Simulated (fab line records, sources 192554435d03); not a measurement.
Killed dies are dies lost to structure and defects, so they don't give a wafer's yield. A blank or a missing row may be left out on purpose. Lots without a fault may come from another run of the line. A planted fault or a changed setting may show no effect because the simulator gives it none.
fab line records | flow n5_finfet | part 2 of 2: steps 24 to 33 of 33
record lots=5 wafers=15 last_day=17
route steps=1938 shown BEOL_M4@1065
lots that met no fault: from a run of the same line without faults
start_h: hours from the record's first day to the start of the lot's first wafer shown | wait_h: hours since the lot's step before | " the same as in the row above | L1.1+2: a row that stands for several wafers | - no value, or no start given | * or withheld: withheld | < > ~ a bound
route shown NAME@n: a module of which the file shows steps, and the number in the route of the first | usual: mean/standard deviation of fault-free wafers | same: alike in all rows | chamber/n: place in a boat | sites: the reading at each site | _std_site: their standard deviation | _edge_site: outer sites' mean less inner sites' | radius_mm: how far each site lies from the wafer's centre | mask NAME#n: copy n | behind: the tool/chamber that last shaped the wafer | hold: why the lot was held/for how many hours/how that ended | device: the transistor (n, p or np) that didn't switch | end of line: the same wafers' tests at the end of the route | a step without rows: its recipe alone | killed: dies lost to structure and defects at the first sort, not the wafer's yield | map: a wafer's dies, x killed, . not, _ none there
set.NAME: the setting as run; set.NAME@STEP: as run at that earlier step | model.NAME: the simulator's own value behind a step, which no gauge read
lots at some steps of the route; a table a step, a row a wafer
services: from which hour (start_h, from the record's first day; less than 0 if before it) a tool's chamber was out of use, for how many hours, and why
## steps
# step N5_BEOL_M4_SPUTTER_81
# recipe material=Cu target_thk_a=45 temp_c=-20 chamber_pressure_pa=0.07 power_w=withheld time_s=8.29
# usual chuck_sensor_temp_C=-15.8/0.42 throttle_valve_pct=29.9/1.1
# columns lot.wafer tool chamber start_h wait_h chuck_sensor_temp_C throttle_valve_pct
L076.2 pvd_sputter-03 - 221.54 0.1 -16.2 30.6
L076.3 " - " " -15.9 28.7
L076.6 " - " " -16.1 30.6
L080.2 pvd_sputter-01 - 258.01 0.1 -15.7 29.7
L080.3 " - " " -16.5 29.5
L080.5 " - " " -15.9 30.0
L081.2 pvd_sputter-02 - 267.12 0.1 -15.3 30.2
L081.5 " - " " -14.9 32.1
L081.6 " - " " -16.0 29.6
L085.1 pvd_sputter-03 - 284.15 0.1 -16.0 28.4
L085.5 " - " " -16.1 30.9
L085.6 " - " " -15.4 31.0
L087.3 pvd_sputter-01 - 284.52 0.1 -15.8 27.5
L087.4 " - " " -15.9 31.2
L087.6 " - " " -15.8 27.6
# step N5_BEOL_M4_ANNEAL_82
# recipe temp_c=400 time_s=240 ambient=vacuum
# usual heater_power_w=787/91
# columns lot.wafer tool chamber start_h wait_h heater_power_w
L076.2 pvd_sputter-03 - 221.62 0.0 713
L076.3 " - " " 855
L076.6 " - " " 724
L080.2 pvd_sputter-01 - 258.09 0.0 784
L080.3 " - " " 858
L080.5 " - " " 799
L081.2 pvd_sputter-02 - 267.20 0.0 972
L081.5 " - " " 697
L081.6 " - " " 802
L085.1 pvd_sputter-03 - 284.23 0.0 860
L085.5 " - " " 699
L085.6 " - " " 692
L087.3 pvd_sputter-01 - 284.60 0.0 895
L087.4 " - " " 737
L087.6 " - " " 859
# step N5_BEOL_M4_SPUTTER_86
# recipe material=Cu target_thk_a=45 temp_c=-20 chamber_pressure_pa=0.07 power_w=withheld time_s=8.29
# usual chuck_sensor_temp_C=-15.8/0.42 throttle_valve_pct=29.9/1.1
# columns lot.wafer tool chamber start_h wait_h chuck_sensor_temp_C throttle_valve_pct
L076.2 pvd_sputter-03 - 221.76 0.1 -16.1 30.7
L076.3 " - " " -15.9 28.5
L076.6 " - " " -16.1 30.5
L080.2 pvd_sputter-01 - 258.23 0.1 -15.8 30.1
L080.3 " - " " -16.6 29.8
L080.5 " - " " -15.6 30.1
L081.2 pvd_sputter-02 - 267.34 0.1 -15.5 29.9
L081.5 " - " " -15.1 31.6
L081.6 " - " " -16.1 29.5
L085.1 pvd_sputter-03 - 284.37 0.1 -16.0 28.4
L085.5 " - " " -16.2 30.6
L085.6 " - " " -15.2 30.5
L087.3 pvd_sputter-01 - 284.74 0.1 -15.8 27.8
L087.4 " - " " -15.8 31.0
L087.6 " - " " -15.7 27.8
# step N5_BEOL_M4_ANNEAL_87
# recipe temp_c=400 time_s=240 ambient=vacuum
# usual heater_power_w=786/94
# columns lot.wafer tool chamber start_h wait_h heater_power_w
L076.2 pvd_sputter-03 - 221.84 0.0 702
L076.3 " - " " 853
L076.6 " - " " 697
L080.2 pvd_sputter-01 - 258.31 0.0 802
L080.3 " - " " 876
L080.5 " - " " 784
L081.2 pvd_sputter-02 - 267.42 0.0 962
L081.5 " - " " 711
L081.6 " - " " 821
L085.1 pvd_sputter-03 - 284.45 0.0 875
L085.5 " - " " 701
L085.6 " - " " 673
L087.3 pvd_sputter-01 - 284.82 0.0 864
L087.4 " - " " 747
L087.6 " - " " 859
# step N5_BEOL_M4_SPUTTER_88
# recipe material=Cu target_thk_a=45 temp_c=-20 chamber_pressure_pa=0.07 power_w=withheld time_s=8.29
# usual chuck_sensor_temp_C=-15.8/0.41 throttle_valve_pct=29.9/1.1
# columns lot.wafer tool chamber start_h wait_h chuck_sensor_temp_C throttle_valve_pct
L076.2 pvd_sputter-03 - 221.98 0.1 -16.1 30.7
L076.3 " - " " -15.9 28.8
L076.6 " - " " -16.2 30.6
L080.2 pvd_sputter-01 - 258.45 0.1 -15.9 30.1
L080.3 " - " " -16.5 29.6
L080.5 " - " " -15.7 29.9
L081.2 pvd_sputter-02 - 267.56 0.1 -15.5 30.2
L081.5 " - " " -15.1 31.6
L081.6 " - " " -16.0 29.6
L085.1 pvd_sputter-03 - 284.59 0.1 -16.1 28.6
L085.5 " - " " -16.2 30.7
L085.6 " - " " -15.3 30.6
L087.3 pvd_sputter-01 - 284.96 0.1 -15.6 27.6
L087.4 " - " " -15.9 30.8
L087.6 " - " " -16.0 27.8
# step N5_BEOL_M4_ANNEAL_89
# recipe temp_c=400 time_s=240 ambient=vacuum
# usual heater_power_w=788/92
# columns lot.wafer tool chamber start_h wait_h heater_power_w
L076.2 pvd_sputter-03 - 222.06 0.0 722
L076.3 " - " " 878
L076.6 " - " " 703
L080.2 pvd_sputter-01 - 258.53 0.0 791
L080.3 " - " " 869
L080.5 " - " " 775
L081.2 pvd_sputter-02 - 267.64 0.0 951
L081.5 " - " " 691
L081.6 " - " " 811
L085.1 pvd_sputter-03 - 284.67 0.0 848
L085.5 " - " " 717
L085.6 " - " " 669
L087.3 pvd_sputter-01 - 285.04 0.0 859
L087.4 " - " " 725
L087.6 " - " " 852
# step N5_BEOL_M4_SPUTTER_90
# recipe material=Cu target_thk_a=45 temp_c=-20 chamber_pressure_pa=0.07 power_w=withheld time_s=8.29
# usual chuck_sensor_temp_C=-15.8/0.42 throttle_valve_pct=29.9/1.1
# columns lot.wafer tool chamber start_h wait_h chuck_sensor_temp_C throttle_valve_pct
L076.2 pvd_sputter-03 - 222.20 0.1 -16.1 30.6
L076.3 " - " " -15.9 28.6
L076.6 " - " " -16.2 30.8
L080.2 pvd_sputter-01 - 258.67 0.1 -15.7 30.2
L080.3 " - " " -16.5 29.5
L080.5 " - " " -15.6 29.7
L081.2 pvd_sputter-02 - 267.78 0.1 -15.3 30.0
L081.5 " - " " -15.2 31.9
L081.6 " - " " -15.9 29.7
L085.1 pvd_sputter-03 - 284.81 0.1 -16.0 28.4
L085.5 " - " " -16.2 30.6
L085.6 " - " " -15.1 30.3
L087.3 pvd_sputter-01 - 285.18 0.1 -15.8 27.9
L087.4 " - " " -15.9 31.2
L087.6 " - " " -16.1 27.5
# step N5_BEOL_M4_ANNEAL_91
# recipe temp_c=400 time_s=240 ambient=vacuum
# usual heater_power_w=788/94
# columns lot.wafer tool chamber start_h wait_h heater_power_w
L076.2 pvd_sputter-03 - 222.28 0.0 707
L076.3 " - " " 833
L076.6 " - " " 699
L080.2 pvd_sputter-01 - 258.75 0.0 799
L080.3 " - " " 879
L080.5 " - " " 825
L081.2 pvd_sputter-02 - 267.86 0.0 928
L081.5 " - " " 690
L081.6 " - " " 810
L085.1 pvd_sputter-03 - 284.89 0.0 860
L085.5 " - " " 719
L085.6 " - " " 677
L087.3 pvd_sputter-01 - 285.26 0.0 882
L087.4 " - " " 729
L087.6 " - " " 864
# step N5_BEOL_M4_SPUTTER_92
# recipe material=Cu target_thk_a=45 temp_c=-20 chamber_pressure_pa=0.07 power_w=withheld time_s=8.29
# usual chuck_sensor_temp_C=-15.8/0.41 throttle_valve_pct=29.9/1.1
# columns lot.wafer tool chamber start_h wait_h chuck_sensor_temp_C throttle_valve_pct
L076.2 pvd_sputter-03 - 222.42 0.1 -16.2 30.7
L076.3 " - " " -16.0 28.4
L076.6 " - " " -16.1 30.6
L080.2 pvd_sputter-01 - 258.89 0.1 -15.9 30.0
L080.3 " - " " -16.4 29.6
L080.5 " - " " -15.8 29.9
L081.2 pvd_sputter-02 - 268.00 0.1 -15.5 30.0
L081.5 " - " " -15.1 31.7
L081.6 " - " " -15.7 29.8
L085.1 pvd_sputter-03 - 285.03 0.1 -15.9 28.3
L085.5 " - " " -16.1 30.5
L085.6 " - " " -15.4 30.7
L087.3 pvd_sputter-01 - 285.40 0.1 -15.8 27.7
L087.4 " - " " -15.8 31.2
L087.6 " - " " -15.8 27.5
# step N5_BEOL_M4_ANNEAL_93
# recipe temp_c=400 time_s=240 ambient=vacuum
# usual heater_power_w=789/93
# columns lot.wafer tool chamber start_h wait_h heater_power_w
L076.2 pvd_sputter-03 - 222.50 0.0 725
L076.3 " - " " 867
L076.6 " - " " 707
L080.2 pvd_sputter-01 - 258.97 0.0 815
L080.3 " - " " 883
L080.5 " - " " 803
L081.2 pvd_sputter-02 - 268.08 0.0 959
L081.5 " - " " 696
L081.6 " - " " 805
L085.1 pvd_sputter-03 - 285.11 0.0 856
L085.5 " - " " 711
L085.6 " - " " 675
L087.3 pvd_sputter-01 - 285.48 0.0 895
L087.4 " - " " 748
L087.6 " - " " 845
## services
# columns tool chamber start_h hours kind
rie_diel-01 2 196.01 16.2 repair
rie_diel-04 3 217.41 - clean
rie_diel-04 3 217.41 - consumable_replace:focus_ring
rie_diel-04 3 217.41 - consumable_replace:showerhead
rie_diel-04 3 217.41 30.8 scheduled_down
rie_diel-04 3 217.41 30.8 vent_cycle
cvd_co-02 - 217.85 0.5 repair
pvd_sputter-02 - 228.43 5.9 repair
rie_diel-01 0 236.26 2.0 repair
rie_diel-03 0 237.96 - clean
rie_diel-03 0 237.96 - consumable_replace:focus_ring
rie_diel-03 0 237.96 - consumable_replace:showerhead
rie_diel-03 0 237.96 22.2 scheduled_down
rie_diel-03 0 237.96 22.2 vent_cycle
rie_diel-01 1 242.72 9.3 repair
rie_diel-03 1 252.93 10.3 repair
ald_metal-02 1 278.08 8.4 repair
ald_metal-04 2 280.58 14.4 repair
